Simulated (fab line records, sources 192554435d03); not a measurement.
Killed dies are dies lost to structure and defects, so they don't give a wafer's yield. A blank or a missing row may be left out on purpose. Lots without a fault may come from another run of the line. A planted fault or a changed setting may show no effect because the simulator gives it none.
Split-lot experiment | flow n5_finfet | 7 lots, 39 wafers read, on a route of 1938 steps

THE SPLIT
At N5_FIN_SAQP_ETCH_64 (etches SiO2 in CF4, target depth 1.5 nm), the setting bias_w was moved away from the recipe's 400 W on 15 of the 39 wafers read, by -10.8% to +14.2%. The other wafers ran this setting at the recipe's value.

The reading is taken at the split's own step.

THE READING
oes_product_au, in a.u., at N5_FIN_SAQP_ETCH_64 (etches SiO2 in CF4, target depth 1.5 nm). Fault-free wafers of this fab line usually give 1.000 a.u., standard deviation 0.011 a.u..

wafer  | tool, chamber at the split | bias_w as run, W | against the recipe | oes_product_au, a.u. | against lot-mates on the recipe
L079.1 | rie_si-02, 0               | 356.8            | -10.8%             | 0.976                | -0.027
L079.2 | rie_si-02, 1               | 400              | recipe             | 1.012                | -
L079.3 | rie_si-02, 3               | 356.8            | -10.8%             | 0.968                | -0.035
L079.4 | rie_si-02, 2               | 400              | recipe             | 0.999                | -
L079.5 | rie_si-02, 3               | 356.8            | -10.8%             | 0.977                | -0.026
L079.6 | rie_si-02, 2               | 400              | recipe             | 0.999                | -
L081.1 | rie_si-02, 2               | 400              | recipe             | 0.998                | -
L081.2 | rie_si-02, 0               | 400              | recipe             | 0.995                | -
L081.3 | rie_si-02, 3               | 400              | recipe             | 0.987                | -
L081.4 | rie_si-02, 1               | 371.5            | -7.1%              | 0.991                | -0.002
L081.5 | rie_si-02, 3               | 371.5            | -7.1%              | 0.972                | -0.021
L081.6 | rie_si-02, 0               | 371.5            | -7.1%              | 0.982                | -0.011
L082.1 | rie_si-02, 1               | 450.1            | +12.5%             | 1.036                | +0.030
L082.2 | rie_si-02, 2               | 450.1            | +12.5%             | 1.024                | +0.018
L082.3 | rie_si-02, 3               | 450.1            | +12.5%             | 1.021                | +0.015
L082.4 | rie_si-02, 0               | 400              | recipe             | 1.000                | -
L082.5 | rie_si-02, 1               | 400              | recipe             | 1.014                | -
L082.6 | rie_si-02, 0               | 400              | recipe             | 1.003                | -
L084.1 | rie_si-01, 1               | 400              | recipe             | 1.010                | -
L084.2 | rie_si-01, 2               | 454.8            | +13.7%             | 1.021                | +0.017
L084.3 | rie_si-01, 0               | 454.8            | +13.7%             | 1.029                | +0.025
L084.4 | rie_si-01, 3               | 454.8            | +13.7%             | 1.020                | +0.016
L084.5 | rie_si-01, 3               | 400              | recipe             | 0.993                | -
L084.6 | rie_si-01, 0               | 400              | recipe             | 1.009                | -
L092.1 | rie_si-02, 1               | 456.8            | +14.2%             | 1.049                | +0.044
L092.2 | rie_si-02, 0               | 456.8            | +14.2%             | 1.047                | +0.042
L092.3 | rie_si-02, 2               | 400              | recipe             | 1.002                | -
L092.4 | rie_si-02, 3               | 400              | recipe             | 1.000                | -
L092.5 | rie_si-02, 3               | 456.8            | +14.2%             | 1.033                | +0.028
L092.6 | rie_si-02, 0               | 400              | recipe             | 1.012                | -
L096.1 | rie_si-06, 2               | 400              | recipe             | 0.992                | -
L096.2 | rie_si-06, 3               | 400              | recipe             | 0.989                | -
L096.3 | rie_si-06, 0               | 400              | recipe             | 0.992                | -
L096.4 | rie_si-06, 1               | 400              | recipe             | 0.987                | -
L096.5 | rie_si-06, 3               | 400              | recipe             | 0.994                | -
L096.6 | rie_si-06, 2               | 400              | recipe             | 0.989                | -
L097.1 | rie_si-01, 3               | 400              | recipe             | 0.992                | -
L097.2 | rie_si-01, 1               | 400              | recipe             | 1.013                | -
L097.5 | rie_si-01, 2               | 400              | recipe             | 0.998                | -

THE FIT
A straight line over all 39 wafers: oes_product_au changes by +0.00239 a.u. for each +1% of bias_w; r = +0.90; the points scatter about the line by 0.0087 a.u..
The same after taking each lot's own level away (the mean of its wafers on the recipe; 39 wafers): +0.0021 a.u. for each +1%; r = +0.90; scatter 0.0075 a.u..
On that fit, the largest move of bias_w shifts the reading by 0.03 a.u..
The lots' own levels span 0.9905 to 1.0057 a.u., that is 1.4 times the standard deviation above.
So the lot-to-lot level changes the slope: the two fits differ.
Check: with one of the wafers moved furthest among these (+14.2%) left out of the fit, the line predicts +0.0273 a.u. for it against its lot-mates. It came out at +0.0443 a.u. against them.
Tool readings at the split's step, against how far the setting was moved: oes_product_au r = +0.90.

OTHER SPLITS ON THESE WAFERS
These wafers also went through other splits before the reading. Each is held against what the fit with the lots' levels taken away leaves over:
other split on the same wafers    | wafers away from the commonest value | r with oes_product_au (lot level and that fit taken away)
N5_WELL_APT_EXPOSE_05 dose_mj     | 15                                   | +0.23
N5_WELL_APT_IMPLANT_15 energy_kev | 9                                    | +0.06
N5_FIN_SAQP_ALD_61 temp_c         | 12                                   | +0.00

THE WHOLE CHAIN: every reading that the file lists as answering this split, in the file's order
step                | what it does                            | reading                                                        | change (the file's fit)                   | r (the file's)
N5_FIN_SAQP_ETCH_64 | etches SiO2 in CF4, target depth 1.5 nm | oes_product_au                                                 | +0.00208 a.u. for each +1% of the setting | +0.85
N5_FIN_SAQP_ETCH_64 | etches SiO2 in CF4, target depth 1.5 nm | etch.depth_nm (the simulator's own value, which no gauge read) | +0.00459 nm for each +1% of the setting   | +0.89

THE FILE'S OWN FIT
oes_product_au changes by +0.00208 a.u. for each +1% of bias_w, r = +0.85.
